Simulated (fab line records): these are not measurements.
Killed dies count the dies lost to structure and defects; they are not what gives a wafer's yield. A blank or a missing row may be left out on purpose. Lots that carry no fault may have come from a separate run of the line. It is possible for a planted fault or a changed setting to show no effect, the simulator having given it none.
fab line records + flow nand_harc
record:
- lots: 15
- wafers: 45
- last_day: 24
route steps=1159 shown P_BONDPAD@377 A_ONON_D1@431 END@1159
lots that met no fault: from a run of the same line without faults
start_h: start of the lot's first displayed wafer, in hours after the record's first day + wait_h: hours from the lot's prior step to this one + " unchanged from the row above + L1.1+2: a single row standing in for several wafers + - value missing, or start not given + * or withheld: withheld + < > ~ a bound
route shown NAME@n: NAME is a module with steps in the file, n the number in the route of the first one + usual: average and standard deviation across the fault-free wafers + same: alike in all rows + chamber/n: place in a boat + sites: per-site readings + _std_site: standard deviation of those values + _edge_site: mean of outer sites minus mean of inner sites + radius_mm: for every site, how far away it sits from the centre of the wafer + mask NAME#n: copy n + behind: tool/chamber where the wafer was last shaped + hold: why the lot was held/for how many hours/how that ended + device: the transistor (n, p or np) that didn't switch + end of line: the route-end tests of the same wafers + step lacking rows: just its recipe + killed: at the first sort, the dies lost to defects and structure; wafer yield is something else + map: a wafer's dies, x killed, . not, _ none there
set.NAME: the setting as run; set.NAME@STEP: as run at that earlier step + model.NAME: the simulator's own value behind a step, which no gauge read
one table for each step of the route and one row for each wafer, over a sample of lots
services: when a tool's chamber went out of use (start_h, in hours from the record's first day, below 0 if earlier), for how many hours, and the reason
== steps ==
step: NHARC_P_BONDPAD_PVD_27
recipe:
- target_thk_a: 300
- chamber_pressure_pa: 5
- power_w: 5000
- substrate_temp_c: 30
- time_s: 20.49
- material: Cu
usual:
- chamber_pressure_pa: 5.001/0.0099
- substrate_temp_c: 30.02/0.1
- throttle_valve_pct: 30.0/1.3
| lot.wafer | tool           | chamber | start_h | wait_h | chamber_pressure_pa | substrate_temp_c | throttle_valve_pct |
|-----------|----------------|---------|---------|--------|---------------------|------------------|--------------------|
| L824.1    | pvd_sputter-02 | -       | -       | -      | 4.995               | 29.97            | 30.5               |
| L824.3    | "              | -       | "       | "      | 5.000               | 30.11            | 29.0               |
| L824.2    | "              | -       | "       | "      | 4.989               | 30.06            | 29.1               |
| L825.2    | pvd_sputter-03 | -       | -       | -      | 5.006               | 30.13            | 30.5               |
| L825.3    | "              | -       | "       | "      | 4.998               | 30.17            | 30.7               |
| L825.5    | "              | -       | "       | "      | 5.019               | 30.03            | 30.5               |
| L827.2    | pvd_sputter-01 | -       | -       | -      | 5.030               | 29.96            | 27.1               |
| L827.3    | "              | -       | "       | "      | 5.000               | 30.10            | 29.7               |
| L827.5    | "              | -       | "       | "      | 5.000               | 30.00            | 32.5               |
| L828.4    | pvd_sputter-03 | -       | -       | -      | 5.004               | 30.11            | 30.5               |
| L828.2    | "              | -       | "       | "      | 5.006               | 29.86            | 28.1               |
| L828.5    | "              | -       | "       | "      | 4.986               | 30.30            | 30.7               |
| L829.2    | pvd_sputter-03 | -       | -       | -      | 5.010               | 30.08            | 30.8               |
| L829.6    | "              | -       | "       | "      | 5.011               | 29.89            | 30.6               |
| L829.5    | "              | -       | "       | "      | 5.006               | 30.13            | 30.6               |
| L831.3    | pvd_sputter-01 | -       | -       | -      | 5.019               | 30.03            | 29.1               |
| L831.6    | "              | -       | "       | "      | 5.008               | 30.19            | 29.3               |
| L831.5    | "              | -       | "       | "      | 4.987               | 30.19            | 30.2               |
| L838.3    | pvd_sputter-02 | -       | -       | -      | 5.000               | 30.16            | 29.7               |
| L838.5    | "              | -       | "       | "      | 4.999               | 30.04            | 30.0               |
| L838.6    | "              | -       | "       | "      | 4.994               | 30.06            | 29.4               |
| L841.1    | pvd_sputter-01 | -       | -       | -      | 5.000               | 30.02            | 29.4               |
| L841.3    | "              | -       | "       | "      | 4.997               | 30.09            | 30.2               |
| L841.4    | "              | -       | "       | "      | 4.990               | 29.86            | 27.2               |
| L840.1    | pvd_sputter-02 | -       | -       | -      | 4.995               | 29.93            | 29.9               |
| L840.4    | "              | -       | "       | "      | 4.998               | 30.13            | 29.5               |
| L840.5    | "              | -       | "       | "      | 4.988               | 29.97            | 29.8               |
| L842.2    | pvd_sputter-03 | -       | -       | -      | 5.017               | 30.04            | 30.8               |
| L842.4    | "              | -       | "       | "      | 5.003               | 30.15            | 28.1               |
| L842.1    | "              | -       | "       | "      | 4.996               | 30.05            | 30.7               |
| L843.1    | pvd_sputter-03 | -       | -       | -      | 5.006               | 29.87            | 30.9               |
| L843.3    | "              | -       | "       | "      | 5.009               | 30.14            | 30.7               |
| L843.6    | "              | -       | "       | "      | 5.008               | 29.96            | 31.1               |
| L844.3    | pvd_sputter-03 | -       | -       | -      | 4.987               | 30.04            | 30.7               |
| L844.2    | "              | -       | "       | "      | 5.016               | 30.02            | 30.4               |
| L844.4    | "              | -       | "       | "      | 4.995               | 30.01            | 28.1               |
| L845.3    | pvd_sputter-02 | -       | -       | -      | 4.996               | 30.00            | 30.6               |
| L845.6    | "              | -       | "       | "      | 4.985               | 29.86            | 30.7               |
| L845.5    | "              | -       | "       | "      | 4.998               | 30.02            | 29.9               |
| L846.1    | pvd_sputter-01 | -       | -       | -      | 5.020               | 30.07            | 29.4               |
| L846.5    | "              | -       | "       | "      | 5.007               | 30.10            | 30.0               |
| L846.6    | "              | -       | "       | "      | 4.999               | 29.86            | 32.3               |
| L847.3    | pvd_sputter-03 | -       | -       | -      | 5.011               | 30.07            | 31.0               |
| L847.2    | "              | -       | "       | "      | 5.020               | 30.01            | 30.4               |
| L847.1    | "              | -       | "       | "      | 5.008               | 29.86            | 30.6               |
step: NHARC_A_ONON_D1_THK_MEAS_11
recipe:
- thk_meas_gauge: ellipsometry
usual:
- thk_nm: 999/12
| lot.wafer | tool          | chamber | start_h | wait_h | thk_nm |
|-----------|---------------|---------|---------|--------|--------|
| L824.1    | film_metro-01 | -       | 160.66  | -      | 1018   |
| L824.2    | "             | -       | "       | "      | 1016   |
| L824.3    | "             | -       | "       | "      | 1017   |
| L827.2    | film_metro-01 | -       | 171.29  | -      | 1003   |
| L827.3    | "             | -       | "       | "      | 1002   |
| L827.5    | "             | -       | "       | "      | 1002   |
| L825.2    | film_metro-02 | -       | 171.52  | -      | 1001   |
| L825.3    | "             | -       | "       | "      | 1001   |
| L825.5    | "             | -       | "       | "      | 1000   |
| L829.2    | film_metro-02 | -       | 187.52  | -      | 1004   |
| L829.5    | "             | -       | "       | "      | 1004   |
| L829.6    | "             | -       | "       | "      | 1004   |
| L828.2    | film_metro-01 | -       | 187.57  | -      | 1015   |
| L828.4    | "             | -       | "       | "      | 1017   |
| L828.5    | "             | -       | "       | "      | 1021   |
| L831.3    | film_metro-01 | -       | 196.25  | -      | 1000   |
| L831.5    | "             | -       | "       | "      | 1000   |
| L831.6    | "             | -       | "       | "      | 998    |
| L838.3    | film_metro-01 | -       | 253.97  | -      | 1009   |
| L838.5    | "             | -       | "       | "      | 1009   |
| L838.6    | "             | -       | "       | "      | 1007   |
| L843.1    | film_metro-01 | -       | 260.75  | -      | 1004   |
| L843.3    | "             | -       | "       | "      | 1003   |
| L843.6    | "             | -       | "       | "      | 1005   |
| L840.1    | film_metro-02 | -       | 260.82  | -      | 998    |
| L840.4    | "             | -       | "       | "      | 999    |
| L840.5    | "             | -       | "       | "      | 997    |
| L841.1    | film_metro-01 | -       | 260.93  | -      | 985    |
| L841.3    | "             | -       | "       | "      | 984    |
| L841.4    | "             | -       | "       | "      | 985    |
| L842.1    | film_metro-02 | -       | 261.12  | -      | 986    |
| L842.2    | "             | -       | "       | "      | 985    |
| L842.4    | "             | -       | "       | "      | 986    |
| L844.2    | film_metro-01 | -       | 277.48  | -      | 1002   |
| L844.3    | "             | -       | "       | "      | 1002   |
| L844.4    | "             | -       | "       | "      | 1000   |
| L845.3    | film_metro-01 | -       | 287.92  | -      | 982    |
| L845.5    | "             | -       | "       | "      | 984    |
| L845.6    | "             | -       | "       | "      | 983    |
| L846.1    | film_metro-02 | -       | 287.95  | -      | 1004   |
| L846.5    | "             | -       | "       | "      | 1005   |
| L846.6    | "             | -       | "       | "      | 1006   |
| L847.1    | film_metro-02 | -       | 293.98  | -      | 1001   |
| L847.2    | "             | -       | "       | "      | 998    |
| L847.3    | "             | -       | "       | "      | 1000   |
step: NHARC_A_ONON_D1_DEP_19
recipe:
- target_thk_a: 10000
- n2_flow_sccm: 2750
- n2o_flow_sccm: 2000
- nh3_flow_sccm: 500
- sih4_flow_sccm: 210
- temp_c: 400
| lot.wafer  | tool          | chamber | start_h | wait_h |
|------------|---------------|---------|---------|--------|
| L824.1+2+3 | pecvd_onon-02 | 0       | 168.38  | 0.1    |
| L827.2+3+5 | pecvd_onon-03 | 0       | 179.05  | 0.1    |
| L825.2+3+5 | pecvd_onon-01 | 0       | 179.05  | 0.1    |
| L829.2+5+6 | pecvd_onon-03 | 0       | 195.31  | 0.1    |
| L828.2+4+5 | pecvd_onon-03 | 0       | 195.66  | 0.5    |
| L831.3+5+6 | pecvd_onon-03 | 0       | 204.21  | 0.2    |
| L838.3+5+6 | pecvd_onon-01 | 0       | 261.91  | 0.2    |
| L843.1+3+6 | pecvd_onon-03 | 0       | 272.21  | 0.1    |
| L841.1+3+4 | pecvd_onon-01 | 0       | 272.23  | 0.1    |
| L842.1+2+4 | pecvd_onon-02 | 0       | 272.35  | 0.2    |
| L840.1+4+5 | pecvd_onon-03 | 0       | 272.57  | 0.1    |
| L844.2+3+4 | pecvd_onon-01 | 0       | 285.28  | 0.1    |
| L846.1+5+6 | pecvd_onon-03 | 0       | 295.70  | 0.1    |
| L845.3+5+6 | pecvd_onon-01 | 0       | 295.80  | 0.2    |
| L847.1+2+3 | pecvd_onon-01 | 0       | 301.72  | 0.1    |
step: NHARC_A_ONON_D1_THK_MEAS_21
recipe:
- thk_meas_gauge: ellipsometry
usual:
- thk_nm: 1000/11
| lot.wafer | tool          | chamber | start_h | wait_h | thk_nm |
|-----------|---------------|---------|---------|--------|--------|
| L824.1    | film_metro-01 | -       | 168.89  | -      | 996    |
| L824.2    | "             | -       | "       | "      | 998    |
| L824.3    | "             | -       | "       | "      | 998    |
| L825.2    | film_metro-01 | -       | 179.50  | -      | 1008   |
| L825.3    | "             | -       | "       | "      | 1010   |
| L825.5    | "             | -       | "       | "      | 1009   |
| L827.2    | film_metro-02 | -       | 179.53  | -      | 1015   |
| L827.3    | "             | -       | "       | "      | 1015   |
| L827.5    | "             | -       | "       | "      | 1016   |
| L829.2    | film_metro-01 | -       | 195.77  | -      | 1547   |
| L829.5    | "             | -       | "       | "      | 1548   |
| L829.6    | "             | -       | "       | "      | 1545   |
| L828.2    | film_metro-02 | -       | 196.11  | -      | 1559   |
| L828.4    | "             | -       | "       | "      | 1559   |
| L828.5    | "             | -       | "       | "      | 1560   |
| L831.3    | film_metro-02 | -       | 204.61  | -      | 1556   |
| L831.5    | "             | -       | "       | "      | 1556   |
| L831.6    | "             | -       | "       | "      | 1555   |
| L838.3    | film_metro-02 | -       | 262.31  | -      | 1012   |
| L838.5    | "             | -       | "       | "      | 1011   |
| L838.6    | "             | -       | "       | "      | 1012   |
| L843.1    | film_metro-02 | -       | 272.72  | -      | 984    |
| L843.3    | "             | -       | "       | "      | 982    |
| L843.6    | "             | -       | "       | "      | 982    |
| L841.1    | film_metro-01 | -       | 272.74  | -      | 980    |
| L841.3    | "             | -       | "       | "      | 980    |
| L841.4    | "             | -       | "       | "      | 981    |
| L842.1    | film_metro-02 | -       | 272.86  | -      | 984    |
| L842.2    | "             | -       | "       | "      | 985    |
| L842.4    | "             | -       | "       | "      | 984    |
| L840.1    | film_metro-02 | -       | 273.08  | -      | 1000   |
| L840.4    | "             | -       | "       | "      | 1000   |
| L840.5    | "             | -       | "       | "      | 998    |
| L844.2    | film_metro-01 | -       | 285.73  | -      | 1000   |
| L844.3    | "             | -       | "       | "      | 1000   |
| L844.4    | "             | -       | "       | "      | 1002   |
| L845.3    | film_metro-02 | -       | 296.20  | -      | 1013   |
| L845.5    | "             | -       | "       | "      | 1011   |
| L845.6    | "             | -       | "       | "      | 1016   |
| L846.1    | film_metro-01 | -       | 296.22  | -      | 999    |
| L846.5    | "             | -       | "       | "      | 999    |
| L846.6    | "             | -       | "       | "      | 998    |
| L847.1    | film_metro-02 | -       | 302.23  | -      | 998    |
| L847.2    | "             | -       | "       | "      | 1000   |
| L847.3    | "             | -       | "       | "      | 1000   |
step: NHARC_END_SORT_01
recipe:
- temp_c: 25
usual:
- killed_at_array: 26/10
- killed_at_other: 0.5/0.87
- killed_at_periphery: 3.0/2.5
- killed_dies: 29/11
- killed_open: 3.3/1.9
- killed_short: 1.8/1.5
same:
- gross_dies: 677
| lot.wafer | tool      | chamber | start_h | wait_h | killed_at_array | killed_at_other | killed_at_periphery | killed_dies | killed_open | killed_short |
|-----------|-----------|---------|---------|--------|-----------------|-----------------|---------------------|-------------|-------------|--------------|
| L828.2    | prober-02 | 0       | 464.07  | 2.8    | 674             | 1               | 2                   | 677         | 4           | 0            |
| L828.4    | prober-02 | 0       | 465.65  | 3.4    | 674             | 0               | 3                   | 677         | 2           | 1            |
| L828.5    | prober-02 | 0       | 466.44  | 3.7    | 674             | 1               | 2                   | 677         | 2           | 0            |
| L829.2    | prober-02 | 0       | 471.79  | 2.8    | 672             | 1               | 4                   | 677         | 3           | 2            |
| L829.5    | prober-02 | 0       | 474.16  | 3.7    | 672             | 0               | 5                   | 677         | 4           | 1            |
| L829.6    | prober-02 | 0       | 474.95  | 3.9    | 672             | 0               | 5                   | 677         | 4           | 1            |
| L831.3    | prober-01 | 0       | 483.63  | 3.1    | 677             | 0               | 0                   | 677         | 4           | 0            |
| L831.5    | prober-01 | 0       | 485.24  | 3.7    | 676             | 1               | 0                   | 677         | 2           | 4            |
| L831.6    | prober-01 | 0       | 486.04  | 4.0    | 675             | 1               | 1                   | 677         | 7           | 1            |
killed by level:class
L828.2 A_ONON_D1:area_dep=646 A_SLIT:chamber_film_flake=11 A_CHANNEL_HOLE_D1:chamber_film_flake=9 A_CONTACT:chamber_film_flake=3 A_CONTACT:geometric_particle:open=2 A_STAIRCASE:chamber_film_flake=2 P_M0:geometric_particle:open=1 A_WL_FILL:geometric_particle:open=1
L828.4 A_ONON_D1:area_dep=644 A_CHANNEL_HOLE_D1:chamber_film_flake=16 A_SLIT:chamber_film_flake=11 P_CONTACT:geometric_particle:open=2 A_CONTACT:chamber_film_flake=2 P_M0:geometric_particle:short=1 A_M0:chamber_film_flake=1
L828.5 A_ONON_D1:area_dep=639 A_CHANNEL_HOLE_D1:chamber_film_flake=16 A_SLIT:chamber_film_flake=11 A_CONTACT:chamber_film_flake=4 P_ZERO_WELL:chamber_film_flake=2 A_SGD_CUT:geometric_particle:open=1 A_CONTACT:geometric_particle:open=1 A_WL_FILL:chamber_film_flake=1
L829.2 A_ONON_D1:area_dep=653 A_CHANNEL_HOLE_D1:chamber_film_flake=13 A_ZERO_WELL:chamber_film_flake=2 P_M0:geometric_particle:short=1 P_M0:geometric_particle:open=1 A_SGD_CUT:geometric_particle:open=1 A_CONTACT:geometric_particle:short=1 A_CONTACT:geometric_particle:open=1
L829.5 A_ONON_D1:area_dep=655 A_CHANNEL_HOLE_D1:chamber_film_flake=11 A_SGD_CUT:chamber_film_flake=3 P_M0:geometric_particle:open=1 P_M1:geometric_particle:open=1 P_M1:geometric_particle:short=1 P_M2:geometric_particle:open=1 A_WL_FILL:geometric_particle:open=1
L829.6 A_ONON_D1:area_dep=653 A_CHANNEL_HOLE_D1:chamber_film_flake=9 A_CONTACT:chamber_film_flake=5 P_ZERO_WELL:chamber_film_flake=3 P_M0:geometric_particle:open=2 A_CONTACT:geometric_particle:open=2 A_SGD_CUT:chamber_film_flake=2 A_M0:geometric_particle:short=1
L831.3 A_ONON_D1:area_dep=648 A_CHANNEL_HOLE_D1:chamber_film_flake=14 A_SLIT:chamber_film_flake=6 A_ONON_D1:geometric_particle:open=2 A_CHANNEL_FILL_D1:chamber_film_flake=2 A_CONTACT:geometric_particle:open=1 A_M1:geometric_particle:open=1 A_ZERO_WELL:chamber_film_flake=1
L831.5 A_ONON_D1:area_dep=652 A_CHANNEL_HOLE_D1:chamber_film_flake=15 A_CHANNEL_HOLE_D1:geometric_particle:short=2 A_SLIT:chamber_film_flake=2 A_ONON_D1:geometric_particle:short=1 A_CHANNEL_FILL_D1:geometric_particle:short=1 A_SGD_CUT:geometric_particle:open=1 STARTING-WAFER:geometric_particle:open=1
L831.6 A_ONON_D1:area_dep=648 A_CHANNEL_HOLE_D1:chamber_film_flake=15 A_SLIT:chamber_film_flake=2 A_CONTACT:chamber_film_flake=2 P_GATE:geometric_particle:open=1 A_ONON_D1:geometric_particle:short=1 A_ONON_D1:geometric_particle:open=1 A_SGD_CUT:geometric_particle:open=1
== services ==
| tool           | chamber | start_h | hours | kind   |
|----------------|---------|---------|-------|--------|
| pecvd_onon-02  | -       | 111.23  | 13.0  | pm     |
| pecvd_onon-02  | -       | 124.44  | 6.3   | repair |
| pvd_sputter-02 | -       | 124.96  | 1.4   | repair |
| pvd_sputter-01 | -       | 131.36  | 2.0   | repair |
| pvd_sputter-01 | -       | 143.99  | 1.0   | repair |
| pecvd_onon-03  | -       | 153.20  | 13.0  | pm     |
| pvd_sputter-01 | -       | 158.07  | 10.0  | pm     |
| pecvd_onon-01  | -       | 163.94  | 0.7   | repair |
| pvd_sputter-02 | -       | 182.51  | 2.1   | repair |
| pvd_sputter-02 | -       | 192.38  | 2.9   | repair |
| pecvd_onon-01  | -       | 195.05  | 13.0  | pm     |
| pvd_sputter-02 | -       | 215.40  | 10.0  | pm     |
| pvd_sputter-01 | -       | 217.98  | 2.5   | repair |
| pecvd_onon-01  | -       | 247.07  | 1.1   | repair |
| pvd_sputter-03 | -       | 280.00  | 10.0  | pm     |
| pecvd_onon-02  | -       | 292.23  | 13.0  | pm     |
== key ==
first_sign:
- step: NHARC_A_ONON_D1_THK_MEAS_21
- reading: thk_nm
- direction: up
- sigmas: 50
- usual: 1000
- struck: 1554
effect:
- step: NHARC_END_SORT_01
- reading: killed_at_array
- direction: up
- sigmas: 65
- usual: 26
- struck: 674
more_kills_born_at:
- NHARC_A_ONON_D1_DEP_19@pecvd_onon-03: 5838
met_at NHARC_A_ONON_D1_DEP_19
struck_lots L828,L829,L831
struck_wafers L828.2,L828.4,L828.5,L829.2,L829.5,L829.6,L831.3,L831.5,L831.6
later_rows_left_out L828.2,L828.4,L828.5,L829.2,L829.5,L829.6,L831.3,L831.5,L831.6
tester_left_out L828,L829,L831
not_acting_at NHARC_P_BONDPAD_PVD_27,NHARC_A_ONON_D1_THK_MEAS_11
onset_between 179.05 195.31
fault:
- kind: process_parameter_drift
- tool: pecvd_onon-03
- chamber: 0
- onset_h: 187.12
- steps: NHARC_A_ONON_D1_DEP_19
- channel: target_thk_a
- offset: *
- shape: step
- end_h: 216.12
- acts_in: *
- stated: *
tester_left_out: of these lots the tester's yield and bins aren't shown, on N5 and GAA mostly nor the transistor test; their killed dies are dies lost to structure and defects alone, not to doping, threshold or leakage, so they don't give the yield
later_rows_left_out: the simulator's readings of these wafers behind a module that went badly wrong aren't trusted and aren't shown, but for the sort
